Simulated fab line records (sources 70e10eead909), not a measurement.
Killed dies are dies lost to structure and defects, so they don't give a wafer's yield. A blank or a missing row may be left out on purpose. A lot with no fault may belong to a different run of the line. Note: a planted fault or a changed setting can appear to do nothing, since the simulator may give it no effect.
Tool commonality check	flow nand harc	12 lots and 42 wafers in the sample

== WHY IT WAS OPENED ==
On 2 of the 12 lots, a flag is raised at NHARC_A_ONON_D1_INSPECT_32 on the reading raw defect count. No-fault wafers: 84, standard deviation 24.
Rule: a lot gets a flag if all its wafers with a number sit over 4 standard deviations from that mean, or if no wafer of it has a number. The other lots count as sound.

lot	measured	on	raw defect count, wafer by wafer	flag
L750	day 8 21:47	defect inspect-02	69 76 90	
L751	day 8 22:04	defect inspect-02	62 78 74	
L749	day 8 22:17	defect inspect-01	88 87 93	
L752	day 9 04:34	defect inspect-01	136 104 181	
L755	day 9 13:14	defect inspect-01	81 110 57	
L754	day 9 13:31	defect inspect-02	99 81 128	
L756	day 10 16:13	defect inspect-01	66 50 68	
L757	day 10 22:07	defect inspect-02	52 93 61	
L760	day 11 05:46	defect inspect-01	56 74 91	
L764	day 12 09:44	defect inspect-01	540 610 595 549 597 595	FLAGGED
L766	day 12 17:36	defect inspect-01	612 650 605 620 649 609	FLAGGED
L770	day 13 16:26	defect inspect-01	40 50 44	
The mean of the flagged lots' numbers is 603, +519 from the usual (+22 standard deviations).

== WHICH TOOL RAN EACH LOT ==
The record keeps 1 process step preceding the reading, out of 1159 steps on the route. Cell contents, in order: the tool; ch with the chambers the sampled wafers went through; the start.
lot	flag	NHARC_A_ONON_D1_DEP_33
L750		pecvd-03 ch 0,2, day 8 21:19
L751		pecvd-03 ch 1,2, day 8 21:38
L749		pecvd-04 ch 0,1,2, day 8 21:54
L752		pecvd-01 ch 0,1, day 9 04:04
L755		pecvd-03 ch 0,1,2, day 9 12:46
L754		pecvd-01 ch 0,1, day 9 13:01
L756		pecvd-03 ch 0,1, day 10 15:44
L757		pecvd-03 ch 0,2, day 10 21:38
L760		pecvd-03 ch 1,2, day 11 05:18
L764	FLAGGED	pecvd-03 ch 0,1,2, day 12 09:22
L766	FLAGGED	pecvd-03 ch 0,1,2, day 12 17:15
L770		pecvd-01 ch 0,2, day 13 16:03
What these steps do:
- NHARC_A_ONON_D1_DEP_33: deposits SiO2, target thk 200 nm.
- NHARC_A_ONON_D1_INSPECT_32

== FLAGGED OVER TOTAL, TOOL BY TOOL (the gauges that took the reading come last) ==
step	tool	lots run	flagged	share of the flagged lots	sound lots run after its first flagged lot
NHARC_A_ONON_D1_DEP_33	pecvd-01	3	0	none	-
NHARC_A_ONON_D1_DEP_33	pecvd-03	8	2	all	0
NHARC_A_ONON_D1_DEP_33	pecvd-04	1	0	none	-
NHARC_A_ONON_D1_INSPECT_32	defect inspect-01	8	2	all	1 (L770)
NHARC_A_ONON_D1_INSPECT_32	defect inspect-02	4	0	none	-

== WHAT IS ALLOWED BY THE TABLE ==
In 2 table rows, all flagged lots were run: pecvd-03 (NHARC_A_ONON_D1_DEP_33), defect inspect-01 (NHARC_A_ONON_D1_INSPECT_32).
- pecvd-03 at NHARC_A_ONON_D1_DEP_33 ran 8 lots, 2 of them flagged. A fault beginning between L760 (day 11 05:18), its last sound lot, and L764 (day 12 09:22), its first flagged one, fits the data.
- defect inspect-01 at NHARC_A_ONON_D1_INSPECT_32 ran 8 lots, 2 of them flagged. After the first flagged lot (L770), sound lots still ran on it; a lasting fault on the whole tool would not permit that.
Just one tool remains: pecvd-03 at NHARC_A_ONON_D1_DEP_33.

== WHAT WAS PUT IN BY THE SIMULATOR ==
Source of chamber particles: pecvd-03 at NHARC_A_ONON_D1_DEP_33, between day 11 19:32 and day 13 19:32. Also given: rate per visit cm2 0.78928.
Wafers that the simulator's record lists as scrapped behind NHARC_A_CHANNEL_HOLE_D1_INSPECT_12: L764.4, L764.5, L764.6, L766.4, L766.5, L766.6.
Shown lots that were struck: L764, L766. The rule above found the same.
